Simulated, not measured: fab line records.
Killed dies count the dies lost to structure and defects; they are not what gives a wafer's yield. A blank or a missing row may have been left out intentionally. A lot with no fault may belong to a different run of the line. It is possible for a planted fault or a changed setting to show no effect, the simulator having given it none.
fab line records | flow n5-finfet
record: lots: 6 | wafers: 18 | last-day: 17
route steps=1938 shown BEOL_M4@1052
lots that met no fault: from a run of the same line without faults
start-h: hours from the record's first day to the start of the lot's first wafer shown | wait-h: time in hours since the lot's previous step | " same as the row above | L1.1+2: one row covering several wafers at once | - no value, or no start given | * or withheld: withheld | < > ~ a bound
route shown NAME@n: a module of which the file shows steps, and the number in the route of the first | usual: average and standard deviation across the fault-free wafers | same: alike in all rows | chamber/n: place in a boat | sites: the reading at each site | _std_site: their standard deviation | _edge_site: inner sites' mean taken away from outer sites' mean | radius-mm: how far each site lies from the wafer's centre | mask NAME#n: copy n | behind: the last tool/chamber to shape the wafer | hold: cause of the lot's hold/its duration in hours/its outcome | device: whichever transistor did not switch (one of n, p or np) | end of line: the tests these same wafers got at the end of their route | a step with no rows: only its recipe | killed: at the first sort, the dies lost to defects and structure; wafer yield is something else | map: a wafer's dies, marking killed ones x, the rest . and places with no die _
set.NAME: setting as actually run; set.NAME@STEP: the setting as run at that earlier step | model.NAME: the simulator's own value behind a step, which no gauge read
lots at some steps of the route; a table a step, a row a wafer
services: a tool's chamber out of use, with start hour (start-h, from the record's first day; less than 0 if before it), hours out, and reason
== steps ==
step: N5_BEOL_M4_SOFTBAKE_23
recipe: temp-c: 110 | time-s: 60 | resist: CAR-EUV
step: N5_BEOL_M4_EXPOSE_25
recipe: mask-id: V3 | na: 0.33 | source-shape: quasar | sigma-inner: 0.2 | sigma-outer: 0.8 | polarization: unpolarized | defocus-nm: 5 | dose-mj: 63
step: N5_BEOL_M4_PEB_26
recipe: peb-temp-c: 100 | peb-time-s: 60 | resist: CAR-EUV
step: N5_BEOL_M4_DEVELOP_27
recipe: develop-time-s: 30 | developer: TMAH | resist: CAR-EUV | rinse-liquid: surfactant-rinse | dry: air-spin | dev-temp-c: 23
step: N5_BEOL_M4_CD_MEAS_28
recipe: target-cd-nm: 26.2 | landing-energy-ev: 500 | detector: se-inlens | target-cd-y-nm: 24.1 | polarity: opening
usual: cd-nm: 26.19/0.25
lot.wafer | tool      | chamber | start-h | wait-h | cd-nm
L466.1    | cd-sem-02 | 0       | 172.38  | -      | 26.51
L466.2    | "         | 0       | "       | "      | 26.25
L466.4    | "         | 0       | "       | "      | 26.44
L474.2    | cd-sem-03 | 0       | 220.61  | -      | 26.03
L474.3    | "         | 0       | "       | "      | 26.10
L474.5    | "         | 0       | "       | "      | 25.90
L476.1    | cd-sem-03 | 0       | 232.20  | -      | 25.95
L476.3    | "         | 0       | "       | "      | 25.74
L476.4    | "         | 0       | "       | "      | 26.04
L484.1    | cd-sem-01 | 0       | 263.78  | -      | 26.16
L484.4    | "         | 0       | "       | "      | 26.49
L484.5    | "         | 0       | "       | "      | 26.09
L488.1    | cd-sem-01 | 0       | 292.52  | -      | 26.18
L488.3    | "         | 0       | "       | "      | 26.30
L488.4    | "         | 0       | "       | "      | 26.15
L489.1    | cd-sem-03 | 0       | 300.45  | -      | 26.22
L489.2    | "         | 0       | "       | "      | 25.95
L489.3    | "         | 0       | "       | "      | 26.02
step: N5_BEOL_M4_OVL_MEAS_29
recipe: points-per-wafer: 522
usual: V3_OVL: -0.5/0.57
lot.wafer | tool       | chamber | start-h | wait-h | V3_OVL[nm]
L466.1    | overlay-01 | 0       | 172.41  | 0.0    | -0.7
L466.2    | "          | 0       | "       | "      | -0.3
L466.4    | "          | 0       | "       | "      | -0.1
L474.2    | overlay-02 | 0       | 220.65  | 0.0    | -0.4
L474.3    | "          | 0       | "       | "      | 0.3
L474.5    | "          | 0       | "       | "      | 0.8
L476.1    | overlay-01 | 0       | 232.23  | 0.0    | 0.3
L476.3    | "          | 0       | "       | "      | -1.0
L476.4    | "          | 0       | "       | "      | -0.1
L484.1    | overlay-01 | 0       | 263.81  | 0.0    | -0.6
L484.4    | "          | 0       | "       | "      | 0.2
L484.5    | "          | 0       | "       | "      | -0.4
L488.1    | overlay-01 | 0       | 292.55  | 0.0    | -1.4
L488.3    | "          | 0       | "       | "      | -1.2
L488.4    | "          | 0       | "       | "      | -0.7
L489.1    | overlay-02 | 0       | 300.48  | 0.0    | 0.0
L489.2    | "          | 0       | "       | "      | -0.4
L489.3    | "          | 0       | "       | "      | -0.7
step: N5_BEOL_M4_INSPECT_30
recipe: mode: adi | inspect-instrument: brightfield
usual: raw-defect-count: 444/96
lot.wafer | tool              | chamber | start-h | wait-h | raw-defect-count
L466.1    | defect-inspect-01 | -       | 172.47  | 0.1    | 433
L466.2    | "                 | -       | "       | "      | 319
L466.4    | "                 | -       | "       | "      | 346
L474.2    | defect-inspect-01 | -       | 220.70  | 0.0    | 327
L474.3    | "                 | -       | "       | "      | 321
L474.5    | "                 | -       | "       | "      | 322
L476.1    | defect-inspect-01 | -       | 232.29  | 0.1    | 412
L476.3    | "                 | -       | "       | "      | 437
L476.4    | "                 | -       | "       | "      | 423
L484.1    | defect-inspect-01 | -       | 263.86  | 0.1    | 498
L484.4    | "                 | -       | "       | "      | 434
L484.5    | "                 | -       | "       | "      | 351
L488.1    | defect-inspect-02 | -       | 292.61  | 0.1    | 334
L488.3    | "                 | -       | "       | "      | 450
L488.4    | "                 | -       | "       | "      | 389
L489.1    | defect-inspect-02 | -       | 300.53  | 0.1    | 486
L489.2    | "                 | -       | "       | "      | 464
L489.3    | "                 | -       | "       | "      | 387
step: N5_BEOL_M4_DESCUM_33
recipe: chemistry: O2 | time-s: 7 | source-power-w: 50 | bias-power-w: 20 | pressure-mtorr: 20 | rf-frequency-hz: 2.712e+07 | temp-c: 40 | resist: CAR-EUV | o2-flow-sccm: 225
usual: drypump-motor-current-A: 5.8/0.47 | oes-product-au: 0.79/0.093 | rf-vpp-V: 243.3/1.4 | showerhead-plenum-p-Torr: 2.10/0.078 | throttle-valve-pct: 20.30/0.25
lot.wafer | tool        | chamber | start-h | wait-h | drypump-motor-current-A | oes-product-au | rf-hours-counter-h | rf-vpp-V | showerhead-plenum-p-Torr | throttle-valve-pct
L466.1    | rie-diel-01 | 3       | 172.68  | 0.2    | 5.1                     | 0.82           | 62                 | 245.4    | 2.21                     | 20.05
L466.2    | "           | 2       | "       | "      | 5.4                     | 0.82           | 71                 | 245.6    | 2.22                     | 20.22
L466.4    | "           | 2       | "       | "      | 5.4                     | 0.82           | -                  | 246.7    | 2.22                     | 20.21
L474.2    | rie-diel-01 | 0       | 220.73  | 0.0    | 5.5                     | 0.94           | 11                 | 243.6    | 2.14                     | 19.80
L474.3    | "           | 1       | "       | "      | 6.1                     | 0.71           | 211                | 241.6    | 1.99                     | 20.29
L474.5    | "           | 2       | "       | "      | 5.4                     | 0.82           | -                  | 244.5    | 2.22                     | 20.26
L476.1    | rie-diel-01 | 2       | 232.32  | 0.0    | 5.3                     | 0.80           | 93                 | 244.4    | 2.21                     | 20.26
L476.3    | "           | 0       | "       | "      | 5.5                     | 0.93           | 13                 | 244.3    | 2.14                     | 19.80
L476.4    | "           | 1       | "       | "      | 6.1                     | 0.70           | 216                | 242.0    | 1.98                     | 20.31
L484.1    | rie-diel-05 | 1       | 263.90  | 0.0    | 6.2                     | 0.91           | 16                 | 242.7    | 2.05                     | 20.18
L484.4    | "           | 3       | "       | "      | 5.4                     | 0.71           | -                  | 243.9    | 2.06                     | 20.56
L484.5    | "           | 2       | "       | "      | 6.3                     | 0.68           | -                  | 242.2    | 2.07                     | 20.61
L488.1    | rie-diel-05 | 1       | 292.80  | 0.2    | 6.2                     | 0.89           | 27                 | 240.9    | 2.04                     | 20.19
L488.3    | "           | 2       | "       | "      | 6.3                     | 0.67           | 235                | 243.0    | 2.07                     | 20.62
L488.4    | "           | 0       | "       | "      | 5.2                     | 0.96           | 2                  | 245.2    | 2.15                     | 20.19
L489.1    | rie-diel-05 | 3       | 300.57  | 0.0    | 5.4                     | 0.69           | 236                | 243.1    | 2.06                     | 20.61
L489.2    | "           | 0       | "       | "      | 5.2                     | 0.95           | 5                  | 244.4    | 2.15                     | 20.19
L489.3    | "           | 1       | "       | "      | 6.1                     | 0.89           | 30                 | 242.6    | 2.04                     | 20.19
step: N5_BEOL_M4_ETCH_77
recipe: chemistry: N2/H2 | target: underlayer | target-depth-a: 65 | mask-material: CAR-EUV | time-s: 5.2 | ion-energy-ev: 200 | pressure-mtorr: 30 | source-w: 840 | bias-w: 150 | n2-flow-sccm: 200 | h2-flow-sccm: 200 | ends: cleared
usual: drypump-motor-current-A: 5.8/0.47 | etch-rf-on-time-s: 5.25/0.094 | oes-product-au: 0.67/0.081 | rf-vpp-V: 524.1/3 | showerhead-plenum-p-Torr: 2.55/0.094 | throttle-valve-pct: 17.75/0.27
lot.wafer | tool        | chamber | start-h | wait-h | drypump-motor-current-A | etch-rf-on-time-s | oes-product-au | rf-hours-counter-h | rf-vpp-V | showerhead-plenum-p-Torr | throttle-valve-pct
L466.1    | rie-diel-01 | 3       | 172.72  | 0.0    | 5.1                     | 5.29              | 0.70           | 62                 | 526.5    | 2.70                     | 17.66
L466.2    | "           | 2       | "       | "      | 5.4                     | 5.15              | 0.70           | 71                 | 529.3    | 2.69                     | 17.61
L466.4    | "           | 2       | "       | "      | 5.4                     | 5.12              | 0.70           | -                  | 527.5    | 2.69                     | 17.64
L474.2    | rie-diel-01 | 0       | 220.77  | 0.0    | 5.5                     | 5.26              | 0.81           | 11                 | 526.3    | 2.60                     | 17.24
L474.3    | "           | 1       | "       | "      | 6.1                     | 5.42              | 0.59           | 211                | 520.4    | 2.42                     | 17.72
L474.5    | "           | 2       | "       | "      | 5.4                     | 5.11              | 0.68           | -                  | 526.8    | 2.68                     | 17.65
L476.1    | rie-diel-01 | 2       | 232.36  | 0.0    | 5.4                     | 5.21              | 0.69           | 93                 | 529.3    | 2.68                     | 17.64
L476.3    | "           | 0       | "       | "      | 5.5                     | 5.24              | 0.79           | 13                 | 525.2    | 2.60                     | 17.22
L476.4    | "           | 1       | "       | "      | 6.1                     | 5.37              | 0.59           | 216                | 518.2    | 2.41                     | 17.76
L484.1    | rie-diel-05 | 1       | 263.93  | 0.0    | 6.2                     | 5.20              | 0.79           | 16                 | 520.9    | 2.49                     | 17.67
L484.4    | "           | 3       | "       | "      | 5.4                     | 5.33              | 0.59           | -                  | 523.8    | 2.52                     | 18.07
L484.5    | "           | 2       | "       | "      | 6.3                     | 5.30              | 0.58           | -                  | 523.3    | 2.52                     | 18.09
L488.1    | rie-diel-05 | 1       | 292.84  | 0.0    | 6.2                     | 5.17              | 0.77           | 27                 | 521.5    | 2.49                     | 17.68
L488.3    | "           | 2       | "       | "      | 6.3                     | 5.33              | 0.58           | 235                | 523.0    | 2.51                     | 18.10
L488.4    | "           | 0       | "       | "      | 5.2                     | 5.17              | 0.79           | 2                  | 527.7    | 2.60                     | 17.57
L489.1    | rie-diel-05 | 3       | 300.60  | 0.0    | 5.3                     | 5.30              | 0.59           | 236                | 521.8    | 2.52                     | 18.12
L489.2    | "           | 0       | "       | "      | 5.2                     | 5.16              | 0.80           | 5                  | 525.3    | 2.60                     | 17.57
L489.3    | "           | 1       | "       | "      | 6.2                     | 5.19              | 0.77           | 30                 | 522.1    | 2.49                     | 17.69
step: N5_BEOL_M4_ETCH_69
recipe: chemistry: CF4 | target: SiARC | target-depth-a: 156 | mask-material: CAR-EUV | time-s: 26 | ion-energy-ev: 80 | pressure-mtorr: 40 | source-w: 545 | bias-w: 36 | Ar_flow_sccm: 100 | cf4-flow-sccm: 100 | ends: cleared
usual: drypump-motor-current-A: 5.8/0.47 | etch-rf-on-time-s: 26.3/0.4 | mfc-ar-sccm: 100.0/0.31 | oes-product-au: 0.67/0.082 | rf-vpp-V: 184.1/1.2 | showerhead-plenum-p-Torr: 2.15/0.074 | throttle-valve-pct: 15.52/0.26
lot.wafer | tool        | chamber | start-h | wait-h | drypump-motor-current-A | etch-rf-on-time-s | mfc-ar-sccm | oes-product-au | rf-hours-counter-h | rf-vpp-V | showerhead-plenum-p-Torr | throttle-valve-pct
L466.1    | rie-diel-01 | 3       | 172.73  | 0.0    | 5.1                     | 26.7              | 100.0       | 0.69           | 62                 | 186.1    | 2.25                     | 15.30
L466.2    | "           | 2       | "       | "      | 5.4                     | 26.2              | 100.2       | 0.71           | 71                 | 184.9    | 2.26                     | 15.33
L466.4    | "           | 2       | "       | "      | 5.4                     | 26.2              | 100.2       | 0.70           | -                  | 184.7    | 2.26                     | 15.36
L474.2    | rie-diel-01 | 0       | 220.78  | 0.0    | 5.5                     | 26.1              | 99.7        | 0.80           | 11                 | 184.7    | 2.19                     | 15.03
L474.3    | "           | 1       | "       | "      | 6.1                     | 26.9              | 99.9        | 0.60           | 211                | 184.3    | 2.04                     | 15.58
L474.5    | "           | 2       | "       | "      | 5.4                     | 26.0              | 100.0       | 0.69           | -                  | 186.0    | 2.25                     | 15.38
L476.1    | rie-diel-01 | 2       | 232.38  | 0.0    | 5.4                     | 25.8              | 100.2       | 0.69           | 93                 | 185.8    | 2.25                     | 15.40
L476.3    | "           | 0       | "       | "      | 5.5                     | 25.9              | 100.3       | 0.79           | 13                 | 184.8    | 2.19                     | 15.04
L476.4    | "           | 1       | "       | "      | 6.1                     | 26.7              | 99.9        | 0.60           | 216                | 181.7    | 2.04                     | 15.59
L484.1    | rie-diel-05 | 1       | 263.95  | 0.0    | 6.1                     | 26.0              | 100.2       | 0.79           | 16                 | 183.5    | 2.10                     | 15.34
L484.4    | "           | 3       | "       | "      | 5.4                     | 26.6              | 99.6        | 0.60           | -                  | 183.8    | 2.12                     | 15.84
L484.5    | "           | 2       | "       | "      | 6.3                     | 26.5              | 100.3       | 0.58           | -                  | 183.6    | 2.13                     | 15.87
L488.1    | rie-diel-05 | 1       | 292.85  | 0.0    | 6.2                     | 26.0              | 99.6        | 0.76           | 27                 | 182.1    | 2.10                     | 15.37
L488.3    | "           | 2       | "       | "      | 6.3                     | 26.4              | 100.0       | 0.58           | 235                | 184.7    | 2.12                     | 15.88
L488.4    | "           | 0       | "       | "      | 5.2                     | 25.9              | 100.4       | 0.82           | 2                  | 183.3    | 2.19                     | 15.29
L489.1    | rie-diel-05 | 3       | 300.62  | 0.0    | 5.4                     | 26.8              | 100.5       | 0.58           | 236                | 184.1    | 2.12                     | 15.88
L489.2    | "           | 0       | "       | "      | 5.2                     | 25.7              | 99.7        | 0.80           | 5                  | 185.5    | 2.19                     | 15.31
L489.3    | "           | 1       | "       | "      | 6.1                     | 25.8              | 100.5       | 0.76           | 30                 | 183.5    | 2.10                     | 15.37
step: N5_BEOL_M4_ALD_98
recipe: material: SiO2 | target-thk-a: 25 | temp-c: 100 | ald-precursor-family: BDEAS | ald-co-reactant: O2-plasma | pulse-time-s: 1 | co-reactant-pulse-time-s: 1 | purge-time-s: 2 | co-reactant-purge-time-s: 2 | ald-cycles: 17 | pressure-torr: 2
usual: heater-power-outer-w: 40/4.5 | heater-power-w: 76/9.7 | precursor-pulse-height-rel: 0.997/0.022
same: purge-time-s: 2
lot.wafer | tool       | chamber | start-h | wait-h | heater-power-outer-w | heater-power-w | precursor-pulse-height-rel
L466.1    | ald-sin-01 | 0       | 172.82  | 0.1    | 36                   | 68             | 1.019
L466.2    | "          | 1       | "       | "      | 36                   | 69             | 1.031
L466.4    | "          | 3       | "       | "      | 54                   | 108            | 0.969
L474.2    | ald-sin-04 | 3       | 220.91  | 0.1    | 39                   | 64             | 1.009
L474.3    | "          | 1       | "       | "      | 40                   | 81             | 1.000
L474.5    | "          | 2       | "       | "      | 38                   | 76             | 0.998
L476.1    | ald-sin-03 | 1       | 232.46  | 0.1    | 43                   | 81             | 1.002
L476.3    | "          | 0       | "       | "      | 44                   | 84             | 1.005
L476.4    | "          | 2       | "       | "      | 47                   | 86             | 1.006
L484.1    | ald-sin-04 | 2       | 264.19  | 0.2    | 38                   | 72             | 0.997
L484.4    | "          | 3       | "       | "      | 38                   | 63             | 1.018
L484.5    | "          | 1       | "       | "      | 40                   | 81             | 1.003
L488.1    | ald-sin-04 | 0       | 292.94  | 0.1    | 36                   | 67             | 1.003
L488.3    | "          | 3       | "       | "      | 39                   | 65             | 0.961
L488.4    | "          | 2       | "       | "      | 37                   | 76             | 0.978
L489.1    | ald-sin-01 | 2       | 300.71  | 0.1    | 38                   | 71             | 1.015
L489.2    | "          | 1       | "       | "      | 36                   | 68             | 1.029
L489.3    | "          | 0       | "       | "      | 36                   | 67             | 0.984
step: N5_BEOL_M4_ETCHBACK_99
recipe: chemistry: CHF3 | target: SiO2 | target-depth-a: 50 | time-s: 10.4 | source-w: 215 | bias-w: 47 | Ar_flow_sccm: 200 | CHF3_flow_sccm: 12 | ion-energy-ev: 100 | pressure-mtorr: 30
usual: drypump-motor-current-A: 5.8/0.49 | mfc-ar-sccm: 200.0/0.64 | oes-product-au: 0.78/0.085 | rf-vpp-V: 239.8/2.3 | showerhead-plenum-p-Torr: 2.17/0.08 | throttle-valve-pct: 16.96/0.26
lot.wafer | tool        | chamber | start-h | wait-h | drypump-motor-current-A | mfc-ar-sccm | oes-product-au | rf-hours-counter-h | rf-vpp-V | showerhead-plenum-p-Torr | throttle-valve-pct
L466.1    | rie-diel-03 | 2       | 179.10  | 6.2    | 6.6                     | 200.7       | 0.71           | 208                | 239.8    | 2.22                     | 17.39
L466.2    | "           | 3       | "       | "      | 6.2                     | 199.6       | 0.79           | 127                | 237.8    | 2.07                     | 16.97
L466.4    | "           | 1       | "       | "      | 5.6                     | 200.1       | 0.80           | 101                | 241.0    | 2.27                     | 16.75
L474.2    | rie-diel-01 | 1       | 222.59  | 1.6    | 6.1                     | 199.2       | 0.70           | 212                | 238.8    | 2.05                     | 17.03
L474.3    | "           | 3       | "       | "      | 5.1                     | 200.9       | 0.79           | 78                 | 242.2    | 2.26                     | 16.77
L474.5    | "           | 1       | "       | "      | 6.1                     | 199.6       | 0.70           | -                  | 237.5    | 2.05                     | 17.02
L476.1    | rie-diel-01 | 2       | 233.31  | 0.8    | 5.4                     | 200.5       | 0.80           | 93                 | 244.2    | 2.27                     | 16.84
L476.3    | "           | 3       | "       | "      | 5.1                     | 200.6       | 0.78           | 82                 | 242.1    | 2.26                     | 16.76
L476.4    | "           | 1       | "       | "      | 6.1                     | 199.9       | 0.69           | 216                | 239.1    | 2.05                     | 17.05
L484.1    | rie-diel-05 | 3       | 268.08  | 3.8    | 5.3                     | 199.6       | 0.70           | 222                | 237.4    | 2.13                     | 17.27
L484.4    | "           | 1       | "       | "      | 6.2                     | 199.9       | 0.91           | -                  | 238.2    | 2.10                     | 16.79
L484.5    | "           | 3       | "       | "      | 5.3                     | 199.1       | 0.70           | -                  | 237.1    | 2.13                     | 17.29
L488.1    | rie-diel-01 | 3       | 298.03  | 5.0    | 5.1                     | 200.7       | 0.76           | 107                | 241.4    | 2.25                     | 16.83
L488.3    | "           | 2       | "       | "      | 5.4                     | 200.3       | 0.78           | 116                | 242.3    | 2.26                     | 16.89
L488.4    | "           | 1       | "       | "      | 6.1                     | 199.2       | 0.69           | 236                | 238.0    | 2.04                     | 17.07
L489.1    | rie-diel-05 | 3       | 301.92  | 1.2    | 5.4                     | 199.2       | 0.69           | 236                | 239.6    | 2.12                     | 17.31
L489.2    | "           | 1       | "       | "      | 6.2                     | 199.2       | 0.88           | 31                 | 237.9    | 2.10                     | 16.80
L489.3    | "           | 0       | "       | "      | 5.2                     | 199.9       | 0.95           | 5                  | 240.0    | 2.20                     | 16.76
step: N5_BEOL_M4_ETCH_70
recipe: chemistry: N2/H2 | target: SOC | target-depth-a: 800 | overetch-a: 240 | mask-material: SiARC | temp-c: 40 | time-s: 130 | ion-energy-ev: 200 | pressure-mtorr: 30 | source-w: 840 | bias-w: 150 | n2-flow-sccm: 200 | h2-flow-sccm: 200
usual: drypump-motor-current-A: 5.8/0.49 | oes-product-au: 0.58/0.058 | rf-vpp-V: 524.5/2.7 | showerhead-plenum-p-Torr: 2.57/0.097 | temp-c: 40.00/0.098 | throttle-valve-pct: 17.69/0.28
lot.wafer | tool        | chamber | start-h | wait-h | drypump-motor-current-A | oes-product-au | rf-hours-counter-h | rf-vpp-V | showerhead-plenum-p-Torr | temp-c | throttle-valve-pct
L466.1    | rie-diel-03 | 2       | 179.14  | 0.0    | 6.6                     | 0.52           | 208                | 525.2    | 2.63                     | 39.95  | 18.22
L466.2    | "           | 3       | "       | "      | 6.3                     | 0.58           | 127                | 520.7    | 2.44                     | 39.99  | 17.60
L466.4    | "           | 1       | "       | "      | 5.7                     | 0.58           | 101                | 527.4    | 2.66                     | 40.01  | 17.32
L474.2    | rie-diel-01 | 1       | 222.63  | 0.0    | 6.1                     | 0.53           | 212                | 521.0    | 2.41                     | 40.79  | 17.69
L474.3    | "           | 3       | "       | "      | 5.1                     | 0.58           | 78                 | 528.1    | 2.69                     | 40.66  | 17.64
L474.5    | "           | 1       | "       | "      | 6.1                     | 0.53           | -                  | 520.0    | 2.41                     | 40.86  | 17.68
L476.1    | rie-diel-01 | 2       | 233.35  | 0.0    | 5.4                     | 0.60           | 93                 | 527.2    | 2.68                     | 40.47  | 17.61
L476.3    | "           | 3       | "       | "      | 5.1                     | 0.58           | 82                 | 528.5    | 2.69                     | 40.82  | 17.65
L476.4    | "           | 1       | "       | "      | 6.1                     | 0.53           | 216                | 521.2    | 2.41                     | 40.59  | 17.69
L484.1    | rie-diel-05 | 3       | 268.12  | 0.0    | 5.3                     | 0.52           | 222                | 522.6    | 2.52                     | 39.94  | 18.03
L484.4    | "           | 1       | "       | "      | 6.1                     | 0.67           | -                  | 522.0    | 2.49                     | 39.97  | 17.60
L484.5    | "           | 3       | "       | "      | 5.3                     | 0.52           | -                  | 522.2    | 2.52                     | 40.01  | 18.04
L488.1    | rie-diel-01 | 3       | 298.06  | 0.0    | 5.1                     | 0.57           | 107                | 526.4    | 2.68                     | 40.04  | 17.68
L488.3    | "           | 2       | "       | "      | 5.4                     | 0.57           | 116                | 527.6    | 2.67                     | 39.93  | 17.64
L488.4    | "           | 1       | "       | "      | 6.1                     | 0.51           | 236                | 519.5    | 2.40                     | 40.01  | 17.71
L489.1    | rie-diel-05 | 3       | 301.95  | 0.0    | 5.4                     | 0.52           | 236                | 522.5    | 2.52                     | 40.13  | 18.06
L489.2    | "           | 1       | "       | "      | 6.1                     | 0.65           | 31                 | 521.3    | 2.49                     | 39.94  | 17.64
L489.3    | "           | 0       | "       | "      | 5.2                     | 0.69           | 5                  | 526.1    | 2.60                     | 39.96  | 17.54
step: N5_BEOL_M4_STRIP_71
recipe: chemistry: N2/H2 | temp-c: 40 | n2-flow-sccm: 200 | h2-flow-sccm: 200 | rf-frequency-hz: 6e+07
step: N5_BEOL_M4_RC_MEAS_101
usual: DIBL_N: 36.3/1.4 | DIBL_P: 35.7/1.5 | IOFF_N: 0.155/0.022 | IOFF_P: 0.204/0.027 | ION_N: 671/9 | ION_P: 459/6.2 | SS_N: 71.5/0.54 | SS_P: 73.1/0.56 | VT_N: 250.2/2.6 | VT_P: -251/3.3
lot.wafer | tool      | chamber | start-h | wait-h | DIBL_N[mV/V] | DIBL_P[mV/V] | IOFF_N[nA/um] | IOFF_P[nA/um] | ION_N[uA/um] | ION_P[uA/um] | SS_N[mV/dec] | SS_P[mV/dec] | VT_N[mV] | VT_P[mV]
L466.1    | prober-01 | 0       | 185.04  | 0.0    | 33.0         | 32.0         | 0.114         | 0.177         | 669          | 461          | 70.5         | 71.4         | 252.3    | -252
L466.2    | "         | 0       | "       | "      | 36.3         | 34.8         | 0.167         | 0.214         | 673          | 455          | 71.9         | 72.9         | 247.1    | -250
L466.4    | "         | 0       | "       | "      | 35.7         | 34.8         | 0.154         | 0.214         | 676          | 465          | 71.2         | 73.5         | 248.4    | -249
L474.2    | prober-02 | 0       | 227.01  | 0.2    | 34.1         | 34.7         | 0.141         | 0.209         | 677          | 469          | 71.1         | 73.3         | 250.9    | -249
L474.3    | "         | 0       | "       | "      | 34.7         | 35.2         | 0.147         | 0.224         | 672          | 464          | 72.2         | 73.5         | 250.2    | -251
L474.5    | "         | 0       | "       | "      | 34.5         | 34.8         | 0.141         | 0.210         | 679          | 464          | 70.9         | 73.1         | 249.0    | -247
L476.1    | prober-01 | 0       | 238.10  | 0.0    | 38.1         | 39.4         | 0.200         | 0.238         | 681          | 463          | 72.1         | 73.5         | 247.1    | -251
L476.3    | "         | 0       | "       | "      | 35.9         | 35.0         | 0.148         | 0.175         | 666          | 448          | 71.5         | 72.6         | 254.7    | -254
L476.4    | "         | 0       | "       | "      | 37.3         | 37.0         | 0.174         | 0.206         | 681          | 462          | 71.2         | 73.8         | 247.6    | -251
L484.1    | prober-01 | 0       | 274.32  | 0.0    | 35.4         | 35.2         | 0.139         | 0.192         | 674          | 453          | 71.2         | 73.7         | 252.0    | -251
L484.4    | "         | 0       | "       | "      | 38.4         | 37.3         | 0.197         | 0.237         | 677          | 459          | 72.3         | 73.3         | 249.3    | -250
L484.5    | "         | 0       | "       | "      | 34.9         | 34.4         | 0.131         | 0.195         | 666          | 458          | 71.2         | 72.7         | 251.6    | -250
L488.1    | prober-01 | 0       | 302.64  | 0.0    | 33.8         | 33.7         | 0.109         | 0.164         | 647          | 454          | 70.6         | 72.3         | 256.1    | -252
L488.3    | "         | 0       | "       | "      | 33.8         | 34.3         | 0.109         | 0.173         | 649          | 454          | 71.1         | 72.7         | 256.4    | -251
L488.4    | "         | 0       | "       | "      | 35.0         | 34.6         | 0.123         | 0.178         | 657          | 457          | 71.2         | 73.0         | 253.4    | -251
L489.1    | prober-01 | 0       | 307.18  | 0.0    | 36.2         | 35.0         | 0.150         | 0.181         | 667          | 449          | 71.7         | 72.0         | 252.0    | -255
L489.2    | "         | 0       | "       | "      | 36.1         | 34.8         | 0.150         | 0.182         | 665          | 453          | 71.3         | 72.3         | 251.1    | -255
L489.3    | "         | 0       | "       | "      | 35.6         | 35.9         | 0.145         | 0.186         | 670          | 461          | 71.3         | 72.7         | 251.7    | -253
== services ==
tool        | chamber | start-h | hours | kind
ald-sin-04  | -       | 153.72  | 1.1   | repair
rie-diel-01 | 0       | 162.56  | -     | clean
rie-diel-01 | 0       | 162.56  | -     | consumable-replace:esc
rie-diel-01 | 0       | 162.56  | -     | consumable-replace:focus-ring
rie-diel-01 | 0       | 162.56  | 21.0  | scheduled-down
rie-diel-01 | 0       | 162.56  | 21.0  | vent-cycle
ald-sin-04  | -       | 176.75  | 14.0  | pm
ald-sin-04  | 0       | 176.75  | 14.0  | vent-cycle
ald-sin-04  | 1       | 176.75  | 14.0  | vent-cycle
rie-diel-05 | 1       | 202.25  | -     | clean
rie-diel-05 | 1       | 202.25  | -     | consumable-replace:focus-ring
rie-diel-05 | 1       | 202.25  | 14.5  | scheduled-down
rie-diel-05 | 1       | 202.25  | 14.5  | vent-cycle
rie-diel-01 | 0       | 225.59  | 5.0   | repair
ald-sin-01  | -       | 242.63  | 2.0   | repair
rie-diel-01 | 1       | 246.01  | 6.7   | repair
ald-sin-04  | 0       | 248.06  | 3.2   | repair
rie-diel-05 | 0       | 261.01  | -     | clean
rie-diel-05 | 0       | 261.01  | -     | consumable-replace:focus-ring
rie-diel-05 | 0       | 261.01  | 24.8  | scheduled-down
rie-diel-05 | 0       | 261.01  | 24.8  | vent-cycle
ald-sin-03  | -       | 268.25  | 14.0  | pm
ald-sin-01  | 3       | 286.04  | 5.6   | repair
rie-diel-01 | 1       | 300.08  | 2.1   | repair
== key ==
first-sign: step: N5_BEOL_M4_ETCH_70 | reading: temp-c | direction: up | sigmas: 7.2 | usual: * | struck: *
effect none on later readings
met-at N5_BEOL_M4_ETCH_70
struck-wafers L474.2,L474.3,L474.5,L476.1,L476.3,L476.4
fault: kind: process-parameter-drift | tool: rie-diel-01 | chamber: - | onset-h: 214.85 | steps: N5_BEOL_M4_ETCH_70 | channel: temp-c | offset: * | shape: step | end-h: 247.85 | acts-in: * | stated: *
